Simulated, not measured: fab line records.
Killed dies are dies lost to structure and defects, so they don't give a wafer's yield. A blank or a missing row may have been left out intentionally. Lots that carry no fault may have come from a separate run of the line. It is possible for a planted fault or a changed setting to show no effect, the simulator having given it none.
Chamber matching :: flow n5 finfet :: N5_BEOL_M4_DESCUM_33 on rie diel-06 has 4 sister chambers
The step chemistry O2, time 7 s. 4 wafers are shown with their chamber, then 8 later ones without.

== WAFERS, EACH WITH ITS CHAMBER ==
wafer: L084.6
chamber: 0
showerhead plenum p Torr (Torr): 2.18

wafer: L086.5
chamber: 1
showerhead plenum p Torr (Torr): 2.05

wafer: L086.6
chamber: 2
showerhead plenum p Torr (Torr): 2.05

wafer: L095.1
chamber: 3
showerhead plenum p Torr (Torr): 2.17

== WAFERS WITH NO CHAMBER GIVEN ==
wafer: L095.2
showerhead plenum p Torr (Torr): 2.16

wafer: L095.3
showerhead plenum p Torr (Torr): 2.04

wafer: L095.4
showerhead plenum p Torr (Torr): 2.04

wafer: L095.5
showerhead plenum p Torr (Torr): 2.17

wafer: L095.6
showerhead plenum p Torr (Torr): 2.16

wafer: L096.2
showerhead plenum p Torr (Torr): 2.16

wafer: L096.4
showerhead plenum p Torr (Torr): 2.17

wafer: L096.6
showerhead plenum p Torr (Torr): 2.04

== THE CHAMBER EACH PASSED THROUGH ==
wafer: L095.2
from the rows above: can't be placed: 3 or 0
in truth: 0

wafer: L095.3
from the rows above: can't be placed: 1 or 2
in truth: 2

wafer: L095.4
from the rows above: can't be placed: 1 or 2
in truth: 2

wafer: L095.5
from the rows above: can't be placed: 3 or 0
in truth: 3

wafer: L095.6
from the rows above: can't be placed: 3 or 0
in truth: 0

wafer: L096.2
from the rows above: can't be placed: 3 or 0
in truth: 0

wafer: L096.4
from the rows above: can't be placed: 3 or 0
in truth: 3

wafer: L096.6
from the rows above: can't be placed: 1 or 2
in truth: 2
0 of 8 placed correctly. Unplaceable from these rows: 8, with the true chamber sitting among the candidates in 8. Wrongly placed: 0.
How it was worked out, from the rows above alone: a wafer's distance from a chamber is the root of the sum, over the readings, of the square of ((its reading less the chamber's mean) divided by the reading's scatter). If the next closest chamber is less than 2 further off than the closest, the wafer can't be placed; otherwise it belongs to the closest. A chamber's mean is the mean of its shown wafers. The scatter: with one shown wafer a chamber, the root of the mean of the squares of how far each hidden wafer lies from its nearest shown one.
